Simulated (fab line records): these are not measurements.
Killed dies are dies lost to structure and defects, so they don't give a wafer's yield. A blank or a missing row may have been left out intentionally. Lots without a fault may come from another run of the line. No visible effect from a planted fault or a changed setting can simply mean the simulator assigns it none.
Problem report in the 8D (eight disciplines) form, filled by code :: flow n5 finfet :: the parts of the form that need people (team, actions taken, sign-off) are left out

## 1. PROBLEM STATEMENT
Wafers without a fault read 14, standard deviation 3.9; killed on rim at N5_PASSIVATION_PROBE_49 reads a mean of 144 on 2 wafers belonging to 2 lots. Measured from the usual mean, that is +33 standard deviations.
The first sign was on wafer L843.5 at day 16 01:00, on prober-02. The record holds 24 wafers of 8 lots with a number at this step. Rule for "out", or "out of limits": more than 4 standard deviations from the usual mean. Any other wafer with a number is counted as sound.

## 2. WHAT THIS IS AND IS NOT
question: which readings at this step
is: killed on rim, defect limited yield, killed at front end, killed dies, sort n pass, sort yield pct
is not: killed_at_M0_to_M3, killed_at_M4_up, killed at contacts, killed at other, killed open, killed short, sort_bin_5_function, sort_bin_6_memory

question: which lots
is: L843, L844
is not: L831, L832, L834, L836, L845, L851

question: which wafers of those lots
is: L843.5, L844.6
is not: L843.3, L843.4, L844.3, L844.5

question: read on which tools
is: prober-01, prober-02
is not: -

question: when
is: from day 16 01:00
is not: up to then (14 sound wafers); but 8 sound wafers of L844, L845, L851 came after

## 3. SUSPECTS, AND WHAT RULES EACH OUT
Counting: a tool at a process step up to the reading stays a suspect if it ran every lot that is out. Sound lots after the first of them don't rule it out here, since some wafers of a struck lot are sound.
- ald sin-01 at N5_SPACER0_ALD_07 (deposits SiNx, target thk 2 nm): kept. Ran every lot that is out, first one L843 (day 6 01:25); last sound lot up to then L836 (day 4 05:41).
- rie diel-04 at N5_PASSIVATION_DESCUM_46 (chemistry O2, time 7.9 s): kept. Ran every lot that is out, first one L843 (day 15 21:46); last sound lot up to then L836 (day 13 16:53).
- At N5_SPACER0_ALD_07, inside ald sin-01: chamber 0 took the wafers that are out, while their sound lot-mates went through chambers 1, 2, 3.
The count leaves rie diel-04 at N5_PASSIVATION_DESCUM_46 and ald sin-01 at N5_SPACER0_ALD_07.

## 4. THE CAUSE (what the simulator had put in)
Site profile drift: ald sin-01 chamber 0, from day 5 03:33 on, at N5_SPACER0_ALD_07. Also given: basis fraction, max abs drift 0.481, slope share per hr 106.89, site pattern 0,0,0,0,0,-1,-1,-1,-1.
Counting left 2 suspects, and this tool is among them.

## 5. SEQUENCE OF EFFECTS, ordered by route
Rows list readings where the struck wafers' mean (over those with a number) sits beyond 3 standard deviations from the usual. Only readings for which the record gives a usual standard deviation are gone through. hours: the time from each lot's start at the first step in this table that gives one to its start at this step, as a median over the lots. sigmas: the change in usual standard deviations.
hours: 0
step: N5_PASSIVATION_PROBE_49
reading: defect limited yield
usual: 91.1 %
on struck wafers: 70.5
change: -20.5
sigmas: -15

hours: 0
step: N5_PASSIVATION_PROBE_49
reading: killed at front end
usual: 44
on struck wafers: 282
change: +238
sigmas: +20

hours: 0
step: N5_PASSIVATION_PROBE_49
reading: killed dies
usual: 104
on struck wafers: 348
change: +244
sigmas: +14

hours: 0
step: N5_PASSIVATION_PROBE_49
reading: killed on rim
usual: 14
on struck wafers: 144
change: +130
sigmas: +33

hours: 0
step: N5_PASSIVATION_PROBE_49
reading: sort n pass
usual: 1075
on struck wafers: 832
change: -242
sigmas: -14

hours: 0
step: N5_PASSIVATION_PROBE_49
reading: sort yield pct
usual: 91.1 %
on struck wafers: 70.5
change: -20.5
sigmas: -15
Process steps it contains:
- N5_PASSIVATION_PROBE_49

## 6. HOW IT WOULD HAVE BEEN CAUGHT EARLIER
In this record the first reading out of limits was taken at day 16 01:00, 261 hours after the fault began at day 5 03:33.
Tool readings at N5_SPACER0_ALD_07 with a usual standard deviation given in the record: none out on any struck wafer, hence no alarm at a limit of 4 standard deviations on them.
The start of N5_SPACER0_ALD_07 on ald sin-01 came by day 16 01:00 for every one of the lots that are out (2). Tool hold at that time: it would have spared none of them.
